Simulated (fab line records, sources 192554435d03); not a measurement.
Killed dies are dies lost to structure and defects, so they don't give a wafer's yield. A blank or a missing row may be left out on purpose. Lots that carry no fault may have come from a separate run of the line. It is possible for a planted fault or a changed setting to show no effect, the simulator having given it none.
Chamber matching | flow n5Finfet | N5_MOL_CONTACT_COAG_DESCUM_45 on rieDiel-06 has 4 sister chambers
The step chemistry O2, time 7 s. 4 wafers are shown with their chamber, then 8 later ones without.

WAFERS, EACH WITH ITS CHAMBER
wafer  | chamber | throttleValvePct (%)
L082.4 | 2       | 20.59
L086.3 | 0       | 20.43
L086.4 | 3       | 20.26
L087.3 | 1       | 20.53

WAFERS WHOSE CHAMBER IS MISSING
wafer  | throttleValvePct (%)
L087.4 | 20.43
L087.5 | 20.26
L088.3 | 20.53
L088.5 | 20.43
L088.6 | 20.53
L091.3 | 20.43
L091.4 | 20.28
L091.5 | 20.61

CHAMBER TAKEN BY EACH
wafer  | from the rows above | in truth
L087.4 | 0                   | 0
L087.5 | 3                   | 3
L088.3 | 1                   | 1
L088.5 | 0                   | 0
L088.6 | 1                   | 1
L091.3 | 0                   | 0
L091.4 | 3                   | 3
L091.5 | 2                   | 2
Correct placement for 8 of the 8. From these rows, 0 cannot be placed. 0 placed wrongly.
How it was worked out, from the rows above alone: a wafer's distance from a chamber is the root of the sum, over the readings, of the square of ((its reading less the chamber's mean) divided by the reading's scatter). The wafer belongs to the nearest chamber; if the next one is less than 2 further off, it can't be placed. For every chamber, the mean is computed from those of its wafers that are shown. The scatter: root of mean squared gap, hidden wafer to nearest shown wafer, with one shown wafer a chamber.
